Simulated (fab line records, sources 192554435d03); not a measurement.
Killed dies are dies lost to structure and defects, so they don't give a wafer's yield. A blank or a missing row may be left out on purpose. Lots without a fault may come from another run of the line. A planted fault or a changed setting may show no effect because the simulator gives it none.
Split-lot experiment | flow n5_finfet | 7 lots, 21 wafers read, on a route of 1938 steps

THE SPLIT
At N5_BEOL_M5_COAT_05 (resist thk 30 nm), the setting spin_rpm was moved away from the recipe's 1500 rpm on 7 of the 21 wafers read, by -7.5% to +8.1%. The other wafers ran this setting at the recipe's value.

FROM THE SPLIT TO THE READING: what the file shows between them, 4 steps
- N5_BEOL_M5_EBR_07
- N5_BEOL_M5_SOFTBAKE_06: time 60 s
- N5_BEOL_M5_EXPOSE_08: exposes mask M5, target cd 28 nm
- N5_BEOL_M5_PEB_09: peb time 60 s

THE READING
CAR-EUV_of_BEOL_M5_COAT_05.thk_nm (the simulator's own value, which no gauge read), in nm, at N5_BEOL_M5_DEVELOP_10 (develop time 30 s). The file gives no usual value for it. The 14 wafers here that ran the recipe average 29.5 nm, standard deviation 0.099 nm.

wafer  | tool, chamber at the split | spin_rpm as run, rpm | against the recipe | CAR-EUV_of_BEOL_M5_COAT_05.thk_nm, nm | against lot-mates on the recipe
L076.1 | litho_track-01, 0          | 1500                 | recipe             | 29.6                                  | -
L076.5 | litho_track-01, 0          | 1500                 | recipe             | 29.6                                  | -
L076.6 | litho_track-01, 0          | 1427                 | -4.9%              | 30.4                                  | +0.8
L077.2 | litho_track-04, 0          | 1500                 | recipe             | 29.4                                  | -
L077.4 | litho_track-04, 0          | 1500                 | recipe             | 29.4                                  | -
L077.6 | litho_track-04, 0          | 1500                 | recipe             | 29.4                                  | -
L079.2 | litho_track-01, 0          | 1500                 | recipe             | 29.6                                  | -
L079.3 | litho_track-01, 0          | 1387                 | -7.5%              | 30.8                                  | +1.2
L079.4 | litho_track-01, 0          | 1387                 | -7.5%              | 30.6                                  | +1.0
L085.2 | litho_track-04, 0          | 1500                 | recipe             | 29.4                                  | -
L085.3 | litho_track-04, 0          | 1500                 | recipe             | 29.4                                  | -
L085.4 | litho_track-04, 0          | 1558                 | +3.9%              | 29                                    | -0.4
L086.2 | litho_track-01, 0          | 1500                 | recipe             | 29.6                                  | -
L086.4 | litho_track-01, 0          | 1500                 | recipe             | 29.6                                  | -
L086.6 | litho_track-01, 0          | 1500                 | recipe             | 29.6                                  | -
L088.2 | litho_track-05, 0          | 1500                 | recipe             | 29.4                                  | -
L088.5 | litho_track-05, 0          | 1500                 | recipe             | 29.6                                  | -
L088.6 | litho_track-05, 0          | 1622                 | +8.1%              | 28.4                                  | -1.1
L096.1 | litho_track-01, 0          | 1558                 | +3.9%              | 29                                    | -0.6
L096.4 | litho_track-01, 0          | 1558                 | +3.9%              | 29                                    | -0.6
L096.2 | litho_track-01, 0          | 1500                 | recipe             | 29.6                                  | -

THE FIT
A straight line over all 21 wafers: CAR-EUV_of_BEOL_M5_COAT_05.thk_nm changes by -0.15 nm for each +1% of spin_rpm; r = -0.98; the points scatter about the line by 0.1 nm.
The same after taking each lot's own level away (the mean of its wafers on the recipe; 21 wafers): -0.143 nm for each +1%; r = -0.99; scatter 0.065 nm.
On that fit, the largest move of spin_rpm shifts the reading by 1.2 nm.
The lots' own levels span 29.40 to 29.60 nm, that is 2.0 times the standard deviation above.
So the lot-to-lot level changes the slope little: the two slopes agree.
Check: with one of the wafers moved furthest among these (+8.1%) left out of the fit, the line predicts -1.18 nm for it against its lot-mates. It came out at -1.1 nm against them.

OTHER SPLITS ON THESE WAFERS
These wafers also went through other splits before the reading. Each is held against what the fit with the lots' levels taken away leaves over:
other split on the same wafers | wafers away from the commonest value | r with CAR-EUV_of_BEOL_M5_COAT_05.thk_nm (lot level and that fit taken away)
N5_BEOL_M4_EXPOSE_25 dose_mj   | 7                                    | +0.22
N5_BEOL_M5_ILD_DEP_00 time_s   | 5                                    | -0.24

THE WHOLE CHAIN: every reading that the file lists as answering this split, in the file's order
step                  | what it does      | reading                                                                            | change (the file's fit)               | r (the file's)
N5_BEOL_M5_COAT_05    | resist thk 30 nm  | CAR-EUV_of_BEOL_M5_COAT_05.thk_nm (the simulator's own value, which no gauge read) | -0.15 nm for each +1% of the setting  | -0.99
N5_BEOL_M5_DEVELOP_10 | develop time 30 s | CAR-EUV_of_BEOL_M5_COAT_05.thk_nm (the simulator's own value, which no gauge read) | -0.142 nm for each +1% of the setting | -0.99

THE FILE'S OWN FIT
CAR-EUV_of_BEOL_M5_COAT_05.thk_nm changes by -0.142 nm for each +1% of spin_rpm, r = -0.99.
